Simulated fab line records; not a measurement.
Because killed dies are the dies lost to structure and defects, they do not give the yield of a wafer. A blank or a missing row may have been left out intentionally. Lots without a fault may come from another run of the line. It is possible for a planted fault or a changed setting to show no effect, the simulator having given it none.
A struck lot beside a sound one ; flow n5 finfet ; 35 out of 1938 route steps
Sound: these wafers, L364.2, L364.5, L364.6. Wafers struck: L374.1, L374.2, L374.3. Last of all comes the cause.
Each step with rows lists, per side, the tool, then ch with its chambers, then its first start. Under that, the readings that differ: sound wafers ; struck wafers ; difference of the means ; sigmas: that difference in standard deviations of wafers without a fault.
alike: same words and numbers on both sides, and readings whose means sit less than 2 such deviations apart. not compared: any withheld reading, any reading some wafer has no value for, any bound like >300 that may hide the same value, and any number with overlapping values for which the record gives no deviation.
A row with sigmas, a row that says differs or no value, or rows on one side alone: a step with any of these is where the two part. Non-overlapping numbers with no deviation appear without sigmas and do not part them. A reading missing from all wafers of one side parts the sides only when that side holds two or more wafers.

first, 8 steps without rows for these wafers: N5_BEOL_M10_SPUTTER_48 (material Cu, target thk 12 nm, time 2 s); N5_BEOL_M10_ECD_50 (material Cu, target thk 318 nm); N5_BEOL_M10_ANNEAL_51 (time 90 s); N5_BEOL_M10_CMP_52 (polishes, stops on SiCOH lowk, t overpolish 7 s, target thk 140 nm); N5_BEOL_M10_PRE_CLEAN_55 (time 15 s); N5_BEOL_M10_DEP_56 (deposits SiCN from 3MS/NH3, target thk 15 nm, time 26.5 s); N5_BEOL_M11_ILD_DEP_00 (deposits SiCOH lowk from DEMS/porogen, target thk 308.51 nm, time 58 s); N5_BEOL_M11_CURE_71 (cures SiCOH lowk, time 240 s).
N5_BEOL_M11_PECVD_70: deposits SiO2 from TEOS/O2, target thk 20 nm, time 22.7 s.
  sound on pecvd-02 ch 0,2, day 13 11:55; struck on pecvd-02 ch 0,1,2, day 15 22:23
reading;sound;struck;difference;sigmas
susceptor temp C (C);399.96 399.79 399.96;416.32 416.02 415.91;+16.18;+70
model.SiO2_of_BEOL_M11_PECVD_70.thk nm (nm);20 19.8 20.2;17.6 17.6 17.6;-2.4;
  alike: heater power w, showerhead plenum p Torr, showerhead vpp V, throttle valve pct
then, 24 steps without rows for these wafers: N5_BEOL_M11_HM_DEP_02 (deposits TiN, target thk 20 nm); N5_BEOL_M11_COAT_59 (time 60 s, resist thk 100 nm); N5_BEOL_M11_COAT_60 (time 60 s, resist thk 30 nm); N5_BEOL_M11_COAT_05 (resist thk 90 nm); N5_BEOL_M11_EBR_07; N5_BEOL_M11_SOFTBAKE_06 (time 60 s); N5_BEOL_M11_EXPOSE_08 (exposes mask M11); N5_BEOL_M11_PEB_09 (peb time 60 s); N5_BEOL_M11_DEVELOP_10 (develop time 30 s); N5_BEOL_M11_DESCUM_16 (chemistry O2, time 7.9 s); N5_BEOL_M11_ETCH_61 (etches SiARC in CF4, target depth 39 nm, time 65 s); N5_BEOL_M11_ETCH_62 (etches SOC in N2/H2, target depth 110 nm, overetch 22 nm, time 165 s); N5_BEOL_M11_STRIP_68 (strips in N2/H2); N5_BEOL_M11_STRIP_67 (strips in CF4); N5_BEOL_M11_HM_OPEN_17 (chemistry Cl2/BCl3, target TiN, target depth 20 nm, overetch 6 nm); N5_BEOL_M11_STRIP_19 (strips in O2); N5_BEOL_M11_COAT_63 (time 60 s, resist thk 100 nm); N5_BEOL_M11_COAT_64 (time 60 s, resist thk 30 nm); N5_BEOL_M11_COAT_22 (resist thk 90 nm); N5_BEOL_M11_EBR_24; N5_BEOL_M11_SOFTBAKE_23 (time 60 s); N5_BEOL_M11_EXPOSE_25 (exposes mask V10); N5_BEOL_M11_PEB_26 (peb time 60 s); N5_BEOL_M11_DEVELOP_27 (develop time 30 s).
N5_BEOL_M11_HM_STRIP_39: strips TiN in peroxide tin strip, target depth 25 nm, time 158 s.
  sound on wet bench-01 ch 1,4,5, day 13 15:53; struck on wet bench-06 ch 0,3,5, day 16 01:38
reading;sound;struck;difference;sigmas
model.SiO2_of_BEOL_M11_PECVD_70.thk nm (nm);19.8 19.6 20;17.4 17.4 17.4;-2.4;
N5_BEOL_M11_CMP_52: polishes, stops on SiCOH lowk, t overpolish 7 s, target thk 140 nm.
  sound on cmp-03 ch 0,1,3, day 13 18:17; struck on cmp-04 ch 0,1,3, day 16 04:11
  alike: barrier field endpoint s, motor current A
  not compared: pad life wafers

== WHERE THEY PART ==
Only at N5_BEOL_M11_PECVD_70, within this record. Later steps at which nothing parts them and some readings are alike: N5_BEOL_M11_CMP_52.

WHY: the cause the simulator had injected
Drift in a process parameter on pecvd-02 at N5_BEOL_M11_PECVD_70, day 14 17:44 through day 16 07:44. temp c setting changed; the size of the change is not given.
